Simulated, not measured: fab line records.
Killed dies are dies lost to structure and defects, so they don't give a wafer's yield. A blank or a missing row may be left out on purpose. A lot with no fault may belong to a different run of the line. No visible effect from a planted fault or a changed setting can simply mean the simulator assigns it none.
Chamber matching :: flow nand_harc :: NHARC_P_M0_DEP_32 on pecvd-02: 3 sister chambers
The step deposits SiCN, target thk 30 nm. 6 wafers are shown with their chamber, then 12 later ones without.

== EACH WAFER AND ITS CHAMBER ==
wafer: L084.6
chamber: 1
heater_power_outer_w (W): 373
heater_power_w (W): 596

wafer: L086.6
chamber: 1
heater_power_outer_w (W): 359
heater_power_w (W): 577

wafer: L089.6
chamber: 0
heater_power_outer_w (W): 420
heater_power_w (W): 657

wafer: L091.1
chamber: 2
heater_power_outer_w (W): 349
heater_power_w (W): 605

wafer: L091.3
chamber: 0
heater_power_outer_w (W): 427
heater_power_w (W): 714

wafer: L091.4
chamber: 2
heater_power_outer_w (W): 349
heater_power_w (W): 614

== WAFERS WITH NO CHAMBER GIVEN ==
wafer: L092.1
heater_power_outer_w (W): 322
heater_power_w (W): 509

wafer: L092.3
heater_power_outer_w (W): 432
heater_power_w (W): 690

wafer: L092.6
heater_power_outer_w (W): 398
heater_power_w (W): 678

wafer: L095.1
heater_power_outer_w (W): 425
heater_power_w (W): 656

wafer: L095.2
heater_power_outer_w (W): 389
heater_power_w (W): 585

wafer: L095.3
heater_power_outer_w (W): 384
heater_power_w (W): 649

wafer: L096.2
heater_power_outer_w (W): 353
heater_power_w (W): 542

wafer: L096.3
heater_power_outer_w (W): 354
heater_power_w (W): 553

wafer: L096.4
heater_power_outer_w (W): 341
heater_power_w (W): 543

wafer: L096.1
heater_power_outer_w (W): 387
heater_power_w (W): 670

wafer: L096.5
heater_power_outer_w (W): 387
heater_power_w (W): 652

wafer: L096.6
heater_power_outer_w (W): 344
heater_power_w (W): 569

== THE CHAMBER EACH PASSED THROUGH ==
wafer: L092.1
from the rows above: can't be placed: 2 or 1
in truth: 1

wafer: L092.3
from the rows above: 0
in truth: 0

wafer: L092.6
from the rows above: 0
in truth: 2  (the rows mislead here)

wafer: L095.1
from the rows above: 0
in truth: 0

wafer: L095.2
from the rows above: 1
in truth: 1

wafer: L095.3
from the rows above: can't be placed: 1 or 2
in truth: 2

wafer: L096.2
from the rows above: can't be placed: 1 or 2
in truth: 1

wafer: L096.3
from the rows above: can't be placed: 1 or 2
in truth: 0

wafer: L096.4
from the rows above: can't be placed: 2 or 1
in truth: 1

wafer: L096.1
from the rows above: can't be placed: 1 or 0 or 2
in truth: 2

wafer: L096.5
from the rows above: can't be placed: 1 or 0 or 2
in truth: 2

wafer: L096.6
from the rows above: can't be placed: 2 or 1
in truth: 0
Correct placement for 3 of the 12. These rows do not allow placing 8 (true chamber among the candidates in 6). 1 placed wrongly.
How it was worked out, from the rows above alone: a wafer's distance from a chamber is the root of the sum, over the readings, of the square of ((its reading less the chamber's mean) divided by the reading's scatter). The wafer belongs to the nearest chamber; if the next one is less than 2 further off, it can't be placed. For every chamber, the mean is computed from those of its wafers that are shown. The scatter: the root of (the sum of the squares of (reading less its chamber's mean) over the shown wafers, divided by (wafers less chambers)).
